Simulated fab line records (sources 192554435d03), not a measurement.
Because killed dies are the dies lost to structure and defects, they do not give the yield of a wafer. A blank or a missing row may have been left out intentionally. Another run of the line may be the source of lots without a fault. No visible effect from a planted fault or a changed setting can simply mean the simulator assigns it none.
Chamber matching | flow n5_finfet | pecvd-01 running N5_BEOL_M8_DEP_56: 3 sister chambers
The step deposits SiCN from 3MS/NH3, target thk 10 nm, time 17.5 s. 14 wafers are shown with their chamber, then 7 later ones without.

WAFERS WITH THEIR CHAMBER
wafer  | chamber | showerhead_plenum_p_Torr (Torr) | throttle_valve_pct (%)
L077.3 | 1       | 3.672                           | 9.3
L077.5 | 0       | 3.636                           | 9.7
L077.6 | 2       | 3.638                           | 8.8
L078.2 | 0       | 3.643                           | 9.3
L078.4 | 1       | 3.685                           | 9.5
L078.6 | 2       | 3.638                           | 8.1
L082.2 | 0       | 3.648                           | 9.6
L082.5 | 2       | 3.642                           | 8.8
L082.6 | 1       | 3.682                           | 9.3
L083.2 | 0       | 3.635                           | 9.6
L083.3 | 2       | 3.637                           | 8.5
L083.4 | 2       | 3.648                           | 8.9
L091.1 | 0       | 3.641                           | 9.6
L091.2 | 1       | 3.678                           | 9.2

SIGNATURES, as means of the wafers listed above
reading                  | chamber 0 | chamber 1 | chamber 2 | scatter within a chamber
showerhead_plenum_p_Torr | 3.64060   | 3.67925   | 3.64060   | 0.00514
throttle_valve_pct       | 9.560     | 9.325     | 8.620     | 0.227
Rule: a wafer's distance from a chamber is the root of the sum, over the readings, of the square of ((its reading less the chamber's mean) divided by the reading's scatter). If the next closest chamber is less than 2 further off than the closest, the wafer can't be placed; otherwise it belongs to the closest. The scatter: take each reading less its chamber's mean, square it, sum over the shown wafers, divide by the number of wafers less the number of chambers, and take the root.

WAFERS WHOSE CHAMBER IS MISSING
wafer  | showerhead_plenum_p_Torr (Torr) | throttle_valve_pct (%)
L091.4 | 3.643                           | 9.8
L094.2 | 3.642                           | 8.7
L094.3 | 3.684                           | 9.3
L094.4 | 3.636                           | 8.6
L095.2 | 3.643                           | 8.8
L095.3 | 3.637                           | 9.6
L095.5 | 3.646                           | 8.6

CHAMBER TAKEN BY EACH
wafer  | from the rows above | in truth
L091.4 | 0                   | 0
L094.2 | 2                   | 2
L094.3 | 1                   | 1
L094.4 | 2                   | 2
L095.2 | 2                   | 2
L095.3 | 0                   | 0
L095.5 | 2                   | 2
Placed correctly: 7 of 7. Can't be placed from these rows: 0. Placed wrongly: 0.
